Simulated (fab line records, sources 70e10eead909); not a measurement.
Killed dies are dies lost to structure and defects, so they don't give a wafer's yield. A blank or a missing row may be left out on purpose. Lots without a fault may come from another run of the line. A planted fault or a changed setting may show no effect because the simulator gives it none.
fab line records | flow nand_harc
record lots=12 wafers=36 last_day=34
route steps=1302 shown A_CHANNEL_FILL_D1@507 A_DECK1_JOINT@542 END@1302
lots that met no fault: from a run of the same line without faults
start_h: hours from the record's first day to the start of the lot's first wafer shown | wait_h: hours since the lot's step before | " the same as in the row above | L1.1+2: a row that stands for several wafers | - no value, or no start given | * or withheld: withheld | < > ~ a bound
route shown NAME@n: a module of which the file shows steps, and the number in the route of the first | usual: mean/standard deviation of fault-free wafers | same: alike in all rows | chamber/n: place in a boat | sites: the reading at each site | _std_site: their standard deviation | _edge_site: outer sites' mean less inner sites' | radius_mm: how far each site lies from the wafer's centre | mask NAME#n: copy n | behind: the tool/chamber that last shaped the wafer | hold: why the lot was held/for how many hours/how that ended | device: the transistor (n, p or np) that didn't switch | end of line: the same wafers' tests at the end of the route | a step without rows: its recipe alone | killed: dies lost to structure and defects at the first sort, not the wafer's yield | map: a wafer's dies, x killed, . not, _ none there
set.NAME: the setting as run; set.NAME@STEP: as run at that earlier step | model.NAME: the simulator's own value behind a step, which no gauge read
steps of the route over a sample of lots; a table a step, a row a wafer
services: from which hour (start_h, from the record's first day; less than 0 if before it) a tool's chamber was out of use, for how many hours, and why
## steps
# step NHARC_A_CHANNEL_FILL_D1_ALD_25
# recipe target_thk_a=600 pulse_time_s=10 ald_cycles=600 temp_c=300 material=SiOx
# usual heater_power_w=444/38 precursor_pulse_height_rel=0.998/0.02
# columns lot.wafer tool chamber start_h wait_h heater_power_w precursor_pulse_height_rel since_wet_clean_h
L286.3 ald_hk-04 0 242.20 0.1 464 0.997 154
L286.4 " 2 243.44 1.3 448 1.002 155
L286.1 " 3 " " 468 0.993 156
L287.2 ald_hk-03 0 242.83 0.7 438 1.000 20
L287.3 " 2 244.07 1.9 478 1.003 21
L287.6 " 3 " " 473 0.956 -
L288.3 ald_hk-01 2 254.55 1.3 437 0.988 128
L288.2 " 3 " " 383 0.985 128
L288.6 " 0 " " 387 0.996 -
L291.3 ald_hk-04 1 283.97 1.3 477 1.007 18
L291.4 " 2 " " 451 1.014 18
L291.5 " 3 " " 458 1.030 -
L294.4 ald_hk-01 1 317.44 0.7 495 1.005 13
L294.3 " 3 318.68 1.9 401 1.035 14
L294.6 " 1 319.92 3.2 489 1.001 -
L295.4 ald_hk-01 2 332.28 0.1 428 1.053 27
L295.3 " 1 334.14 1.9 479 1.029 29
L295.6 " 3 335.37 3.1 394 1.000 -
L296.3 ald_hk-04 0 333.54 1.3 448 0.999 67
L296.6 " 2 334.80 2.6 454 1.059 -
L296.5 " 3 " " 460 1.003 -
L297.4 ald_hk-04 2 342.65 0.1 442 0.983 76
L297.2 " 1 344.51 1.9 478 0.982 78
L297.6 " 2 " " 446 1.038 -
L299.2 ald_hk-01 2 367.21 1.3 413 0.987 62
L299.3 " 3 " " 392 0.961 63
L299.5 " 1 369.05 3.1 494 1.015 -
L305.2 ald_hk-03 1 430.64 0.1 439 0.974 30
L305.4 " 2 " " 512 1.006 31
L305.1 " 3 " " 425 0.983 31
L307.2 ald_hk-01 3 444.70 0.7 403 0.996 140
L307.4 " 0 " " 377 0.997 141
L307.6 " 2 446.54 2.5 416 0.977 -
L308.4 ald_hk-03 2 465.23 0.0 514 0.983 65
L308.2 " 0 466.47 1.3 459 0.989 66
L308.6 " 2 467.72 2.5 503 0.996 -
# step NHARC_A_CHANNEL_FILL_D1_CMP_10
# recipe target_thk_nm=150
# usual motor_current_A=10.8/0.9 slurry_flow_ml_min=150.0/0.45 time_to_endpoint_s=15.4/1.9
# columns lot.wafer tool chamber start_h wait_h motor_current_A slurry_flow_ml_min time_to_endpoint_s
L287.2 cmp-01 0 253.65 0.4 11.0 150.6 16.7
L287.3 " 1 " " 10.5 149.4 13.1
L287.6 " 0 " " 10.9 150.5 13.1
L286.4 cmp-03 0 253.65 0.4 11.2 149.5 13.7
L286.3 " 2 " " 10.1 150.1 17.9
L286.1 " 3 " " 10.0 150.0 15.0
L288.2 cmp-04 0 264.77 0.4 10.6 150.5 16.1
L288.3 " 1 " " 9.6 149.7 17.5
L288.6 " 2 " " 11.0 149.6 15.4
L291.4 cmp-01 0 294.13 0.4 10.7 150.5 17.1
L291.3 " 1 " " 9.4 150.1 14.6
L291.5 " 0 " " 11.2 150.6 17.0
L294.3 cmp-04 2 328.25 0.4 11.4 150.1 15.3
L294.4 " 1 " " 9.8 150.8 12.9
L294.6 " 2 " " 10.9 149.4 11.4
L295.4 cmp-03 3 343.79 0.4 9.9 150.0 16.3
L295.3 " 1 " " 13.2 150.2 16.0
L295.6 " 3 " " 10.0 151.3 15.7
L296.3 cmp-04 0 343.86 0.4 10.4 150.5 12.2
L296.5 " 1 " " 10.2 149.7 12.5
L296.6 " 2 " " 11.6 150.2 13.7
L297.4 cmp-03 2 353.99 0.4 10.2 150.2 14.6
L297.2 " 3 " " 10.0 150.1 15.1
L297.6 " 2 " " 10.0 150.0 16.6
L299.2 cmp-04 3 377.31 0.4 11.8 149.4 16.1
L299.3 " 0 " " 10.3 149.9 17.0
L299.5 " 3 " " 11.6 150.1 15.4
L305.4 cmp-01 0 442.15 0.4 11.4 150.0 18.0
L305.2 " 2 " " 10.9 149.7 20.3
L305.1 " 3 " " 11.0 149.9 18.3
L307.2 cmp-03 2 455.36 0.4 10.2 150.0 14.8
L307.4 " 3 " " 10.4 150.3 11.4
L307.6 " 3 " " 10.6 150.6 13.4
L308.2 cmp-01 0 476.64 0.4 10.9 150.5 15.6
L308.4 " 3 " " 11.2 149.4 15.2
L308.6 " 0 " " 10.5 149.5 15.9
# step NHARC_A_CHANNEL_FILL_D1_INSPECT_13
# usual raw_defect_count=305/130
# columns lot.wafer tool chamber start_h wait_h raw_defect_count
L287.2 defect_inspect-02 - 254.07 0.0 403
L287.3 " - " " 186
L287.6 " - " " 441
L286.1 defect_inspect-02 - 254.07 0.0 351
L286.3 " - " " 227
L286.4 " - " " 403
L288.2 defect_inspect-02 - 265.14 0.0 187
L288.3 " - " " 216
L288.6 " - " " 183
L291.3 defect_inspect-01 - 294.51 0.0 297
L291.4 " - " " 256
L291.5 " - " " 565
L294.3 defect_inspect-02 - 328.66 0.0 405
L294.4 " - " " 383
L294.6 " - " " 247
L296.3 defect_inspect-01 - 344.20 0.0 502
L296.5 " - " " 383
L296.6 " - " " 480
L295.3 defect_inspect-02 - 344.20 0.0 276
L295.4 " - " " 320
L295.6 " - " " 544
L297.2 defect_inspect-02 - 354.37 0.0 412
L297.4 " - " " 320
L297.6 " - " " 216
L299.2 defect_inspect-02 - 377.70 0.0 467
L299.3 " - " " 402
L299.5 " - " " 209
L305.1 defect_inspect-01 - 442.56 0.0 194
L305.2 " - " " 229
L305.4 " - " " 267
L307.2 defect_inspect-02 - 455.79 0.0 303
L307.4 " - " " 465
L307.6 " - " " 290
L308.2 defect_inspect-01 - 477.06 0.0 126
L308.4 " - " " 151
L308.6 " - " " 104
# step NHARC_A_DECK1_JOINT_DEP_16
# recipe target_thk_a=450 temp_c=400 pressure_torr=6.5 rf_w=900 teos_flow_sccm=161.4 flow_sccm=2650 target_thk_nm=45 gas=O2 material=SiO2
# usual heater_power_w=527/87 throttle_valve_pct=15.9/0.61
# columns lot.wafer tool chamber start_h wait_h heater_power_w since_wet_clean_h throttle_valve_pct
L286.3 pecvd-04 0 285.82 0.1 538 4 16.3
L286.1 " 1 " " 465 4 16.1
L286.4 " 0 " " 536 - 16.2
L287.2 pecvd-01 0 286.00 0.1 495 143 16.6
L287.3 " 1 " " 470 143 16.4
L287.6 " 0 " " 484 - 16.7
L288.2 pecvd-04 1 305.24 0.1 405 23 16.3
L288.3 " 2 " " 487 23 16.2
L288.6 " 0 " " 603 - 16.1
L291.3 pecvd-04 2 326.69 0.1 493 44 15.8
L291.4 " 0 " " 523 - 16.0
L291.5 " 1 " " 494 - 16.1
L294.3 pecvd-04 0 362.73 0.2 512 - 16.2
L294.4 " 2 " " 502 - 15.9
L294.6 " 2 " " 491 - 15.7
L296.3 pecvd-01 2 376.90 0.1 541 53 14.7
L296.6 " 2 " " 550 - 14.9
L296.5 " 1 " " 503 - 15.6
L295.3 pecvd-04 1 377.04 0.2 429 95 16.5
L295.6 " 1 " " 428 - 16.1
L295.4 " 0 " " 631 - 16.5
L297.2 pecvd-01 1 387.15 0.1 478 63 15.7
L297.4 " 2 " " 464 - 14.9
L297.6 " 0 " " 574 - 16.6
L299.3 pecvd-04 2 411.89 0.1 485 130 16.0
L299.2 " 0 " " 532 130 16.3
L299.5 " 1 " " 477 - 16.5
L305.1 pecvd-03 2 478.23 0.1 526 99 14.9
L305.2 " 0 " " 536 99 15.0
L305.4 " 2 " " 534 - 14.8
L307.2 pecvd-04 1 490.52 0.1 425 27 17.0
L307.6 " 1 " " 420 - 16.7
L307.4 " 2 " " 545 - 15.9
L308.2 pecvd-04 2 513.07 0.1 454 50 15.6
L308.4 " 0 " " 603 - 15.5
L308.6 " 2 " " 462 - 16.1
# step NHARC_A_DECK1_JOINT_THK_MEAS_17
# recipe thk_meas_gauge=ellipsometry
# usual thk_nm=45.2/1.3
# columns lot.wafer tool chamber start_h wait_h thk_nm
L286.1 film_metro-02 - 286.10 0.2 46.5
L286.3 " - " " 46.6
L286.4 " - " " 45.7
L287.2 film_metro-01 - 286.25 0.2 44.1
L287.3 " - " " 44.9
L287.6 " - " " 44.9
L288.2 film_metro-01 - 305.49 0.2 46.3
L288.3 " - " " 42.0
L288.6 " - " " 46.1
L291.3 film_metro-01 - 326.91 0.2 46.1
L291.4 " - " " 45.5
L291.5 " - " " 45.9
L294.3 film_metro-01 - 363.05 0.3 43.7
L294.4 " - " " 45.2
L294.6 " - " " 44.8
L296.3 film_metro-01 - 377.18 0.3 46.9
L296.5 " - " " 47.1
L296.6 " - " " 45.5
L295.3 film_metro-01 - 377.32 0.3 43.2
L295.4 " - " " 36.9
L295.6 " - " " 36.7
L297.2 film_metro-01 - 387.43 0.3 43.9
L297.4 " - " " 45.3
L297.6 " - " " 43.5
L299.2 film_metro-01 - 412.17 0.2 46.6
L299.3 " - " " 42.9
L299.5 " - " " 37.2
L305.1 film_metro-01 - 478.51 0.3 43.7
L305.2 " - " " 43.1
L305.4 " - " " 45.2
L307.2 film_metro-02 - 490.80 0.3 44.4
L307.4 " - " " 44.7
L307.6 " - " " 44.1
L308.2 film_metro-02 - 513.30 0.2 45.3
L308.4 " - " " 44.9
L308.6 " - " " 45.2
# step NHARC_END_SORT_01
# recipe temp_c=25
# usual killed_at_array=56/21 killed_at_other=1.2/1.6 killed_at_periphery=3.7/2.5 killed_dies=61/21 killed_open=3.1/1.8 killed_short=2.8/1.7
# same gross_dies=677
# columns lot.wafer tool chamber start_h wait_h killed_at_array killed_at_other killed_at_periphery killed_dies killed_open killed_short
L294.3 prober-01 0 654.19 3.1 75 4 6 85 2 3
L294.4 prober-01 0 654.99 3.4 65 0 2 67 2 2
L294.6 prober-01 0 656.60 4.0 88 1 1 90 1 3
L296.5 prober-02 0 674.85 3.7 47 0 2 49 0 2
L296.6 prober-02 0 675.64 3.9 42 0 5 47 2 3
L297.4 prober-01 0 692.86 3.4 44 0 3 47 2 1
L297.6 prober-01 0 694.47 4.0 35 0 3 38 2 1
L299.2 prober-02 0 698.92 2.8 69 0 2 71 2 1
L299.3 prober-02 0 699.73 3.1 87 2 1 90 2 5
L299.5 prober-02 0 701.34 3.7 87 1 2 90 5 4
# killed by level:class
L294.3 A_CHANNEL_HOLE_D1:chamber_film_flake=28 A_SLIT:chamber_film_flake=26 A_CHANNEL_HOLE_D2:chamber_film_flake=10 A_CONTACT:chamber_film_flake=3 A_ONON_D1:geometric_particle:short=2 P_ZERO_WELL:chamber_film_flake=2 P_M1:chamber_film_flake=2 A_CHANNEL_FILL_D1:chamber_film_flake=2
L294.4 A_CHANNEL_HOLE_D1:chamber_film_flake=26 A_SLIT:chamber_film_flake=16 A_CHANNEL_HOLE_D2:chamber_film_flake=15 P_M1:chamber_film_flake=2 A_M1:chamber_film_flake=2 A_SOURCE_PLATE:geometric_particle:short=1 A_CHANNEL_HOLE_D2:geometric_particle:open=1 A_CHANNEL_FILL_D2:geometric_particle:short=1
L294.6 A_CHANNEL_HOLE_D1:chamber_film_flake=34 A_SLIT:chamber_film_flake=29 A_CHANNEL_HOLE_D2:chamber_film_flake=15 A_STAIRCASE:chamber_film_flake=4 P_CONTACT:geometric_particle:short=1 A_ONON_D2:geometric_particle:short=1 A_CHANNEL_HOLE_D2:geometric_particle:short=1 A_M0:geometric_particle:open=1
L296.5 A_CHANNEL_HOLE_D1:chamber_film_flake=33 A_CONTACT:chamber_film_flake=4 P_ZERO_WELL:chamber_film_flake=2 A_ZERO_WELL:chamber_film_flake=2 A_SOURCE_PLATE:geometric_particle:short=1 A_ONON_D1:geometric_particle:short=1 A_CHANNEL_HOLE_D2:chamber_film_flake=1 A_CHANNEL_FILL_D2:chamber_film_flake=1
L296.6 A_CHANNEL_HOLE_D1:chamber_film_flake=29 P_GATE:chamber_film_flake=4 A_WL_FILL:geometric_particle:short=2 A_M0:geometric_particle:open=2 A_STAIRCASE:chamber_film_flake=2 A_CONTACT:chamber_film_flake=2 A_M1:geometric_particle:short=1 P_STI:chamber_film_flake=1
L297.4 A_CHANNEL_HOLE_D2:chamber_film_flake=16 A_CHANNEL_HOLE_D1:chamber_film_flake=7 A_STAIRCASE:chamber_film_flake=4 A_CONTACT:chamber_film_flake=4 A_DECK1_JOINT:chamber_film_flake=3 A_SLIT:chamber_film_flake=3 A_BLC:chamber_film_flake=3 P_BONDPAD:chamber_film_flake=2
L297.6 A_CHANNEL_HOLE_D2:chamber_film_flake=13 A_CHANNEL_HOLE_D1:chamber_film_flake=8 A_BLC:chamber_film_flake=4 P_BONDPAD:chamber_film_flake=3 A_STAIRCASE:chamber_film_flake=2 A_SLIT:chamber_film_flake=2 A_CHANNEL_FILL_D1:geometric_particle:open=1 A_ONON_D2:geometric_particle:open=1
L299.2 A_CHANNEL_HOLE_D1:chamber_film_flake=23 A_SLIT:chamber_film_flake=20 A_CHANNEL_HOLE_D2:chamber_film_flake=12 A_SGD_CUT:chamber_film_flake=6 P_GATE:chamber_film_flake=2 A_STAIRCASE:chamber_film_flake=2 A_DECK1_JOINT:geometric_particle:open=1 A_WL_FILL:geometric_particle:open=1
L299.3 A_CHANNEL_HOLE_D1:chamber_film_flake=29 A_SLIT:chamber_film_flake=22 A_CHANNEL_HOLE_D2:chamber_film_flake=18 A_SGD_CUT:chamber_film_flake=7 A_CONTACT:chamber_film_flake=2 A_CHANNEL_FILL_D1:chamber_film_flake=2 A_CHANNEL_FILL_D2:chamber_film_flake=2 P_CONTACT:geometric_particle:open=1
L299.5 A_SLIT:chamber_film_flake=27 A_CHANNEL_HOLE_D1:chamber_film_flake=23 A_CHANNEL_HOLE_D2:chamber_film_flake=23 A_CONTACT:chamber_film_flake=3 A_WL_FILL:geometric_particle:open=2 A_STAIRCASE:chamber_film_flake=2 P_GATE:geometric_particle:open=1 A_ONON_D1:geometric_particle:short=1
## services
# columns tool chamber start_h hours kind
ald_hk-04 - 257.62 10.0 pm
cmp-03 - 260.17 4.0 pm
pecvd-04 - 269.21 13.0 pm
cmp-01 - 283.53 4.0 pm
ald_hk-01 - 296.00 10.0 pm
cmp-04 - 307.33 4.0 pm
ald_hk-04 - 337.39 2.4 repair
pecvd-04 - 344.28 4.8 repair
cmp-01 - 350.70 0.3 repair
ald_hk-04 - 356.48 0.7 repair
cmp-03 - 358.17 4.0 pm
cmp-01 - 368.54 3.5 repair
cmp-01 - 381.53 4.0 pm
cmp-04 - 402.77 0.5 repair
cmp-04 - 405.33 4.0 pm
cmp-03 - 427.47 0.7 repair
ald_hk-04 - 435.83 10.0 pm
cmp-04 - 446.31 0.8 repair
pecvd-04 - 450.21 13.0 pm
cmp-03 - 456.17 4.0 pm
cmp-04 - 462.84 0.7 repair
cmp-01 - 464.37 0.7 repair
ald_hk-01 - 476.03 10.0 pm
pecvd-04 - 502.11 2.8 repair
## key
first_sign step=NHARC_A_DECK1_JOINT_THK_MEAS_17 reading=thk_nm direction=down sigmas=6.4 usual=45.2 struck=36.9
effect none on later readings
met_at NHARC_A_DECK1_JOINT_DEP_16
struck_lots L295,L299
struck_wafers L295.4,L295.6,L299.5
tester_left_out L295,L299
not_acting_at NHARC_A_CHANNEL_FILL_D1_ALD_25,NHARC_A_CHANNEL_FILL_D1_CMP_10,NHARC_A_CHANNEL_FILL_D1_INSPECT_13
onset_between 362.73 377.04
fault kind=process_parameter_drift tool=pecvd-04 chamber=- onset_h=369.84 steps=NHARC_A_DECK1_JOINT_DEP_16 channel=target_thk_nm offset=-9.1835 shape=step end_h=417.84 scope=struck_wafers_only acts_in=these_recipes_only stated=45
# tester_left_out: of these lots the tester's yield and bins aren't shown, on N5 and GAA mostly nor the transistor test; their killed dies are dies lost to structure and defects alone, not to doping, threshold or leakage, so they don't give the yield
